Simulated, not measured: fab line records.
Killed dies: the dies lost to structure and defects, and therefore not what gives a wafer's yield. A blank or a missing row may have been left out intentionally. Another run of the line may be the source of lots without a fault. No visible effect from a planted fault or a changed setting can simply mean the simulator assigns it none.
Matching of chambers + flow n5-finfet + N5_BEOL_M1_STRIP_19 on rie-diel-06: 4 sister chambers
The step strips in O2. 4 wafers are shown with their chamber, then 12 later ones without.

## WAFERS, EACH WITH ITS CHAMBER
| wafer  | chamber | drypump-motor-current-A (A) |
|--------|---------|-----------------------------|
| L089.5 | 2       | 6.5                         |
| L092.2 | 3       | 5.4                         |
| L092.4 | 1       | 5.4                         |
| L092.6 | 0       | 6.4                         |

## WAFERS WITH NO CHAMBER GIVEN
| wafer  | drypump-motor-current-A (A) |
|--------|-----------------------------|
| L087.1 | 6.4                         |
| L087.2 | 5.4                         |
| L087.3 | 6.5                         |
| L086.3 | 5.4                         |
| L086.4 | 6.5                         |
| L086.5 | 6.3                         |
| L096.1 | 6.4                         |
| L096.4 | 5.4                         |
| L096.5 | 5.4                         |
| L097.1 | 5.4                         |
| L097.3 | 5.4                         |
| L097.6 | 6.5                         |

## WHICH CHAMBER EACH WENT THROUGH
| wafer  | from the rows above     | in truth |
|--------|-------------------------|----------|
| L087.1 | 0                       | 0        |
| L087.2 | can't be placed: 1 or 3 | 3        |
| L087.3 | 2                       | 2        |
| L086.3 | can't be placed: 1 or 3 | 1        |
| L086.4 | 2                       | 2        |
| L086.5 | 0                       | 0        |
| L096.1 | 0                       | 0        |
| L096.4 | can't be placed: 1 or 3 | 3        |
| L096.5 | can't be placed: 1 or 3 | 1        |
| L097.1 | can't be placed: 1 or 3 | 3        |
| L097.3 | can't be placed: 1 or 3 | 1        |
| L097.6 | 2                       | 2        |
Correctly placed: 6 of 12. Cannot be placed on the basis of these rows: 6; the candidates contain the true chamber in 6. Number placed wrongly: 0.
How it was worked out, from the rows above alone: a wafer's distance from a chamber is the root of the sum, over the readings, of the square of ((its reading less the chamber's mean) divided by the reading's scatter). If the next closest chamber is less than 2 further off than the closest, the wafer can't be placed; otherwise it belongs to the closest. A chamber's mean is the mean of its shown wafers. The scatter (one wafer shown for each chamber): square how far every hidden wafer sits from the nearest shown wafer, average those squares and take the square root.
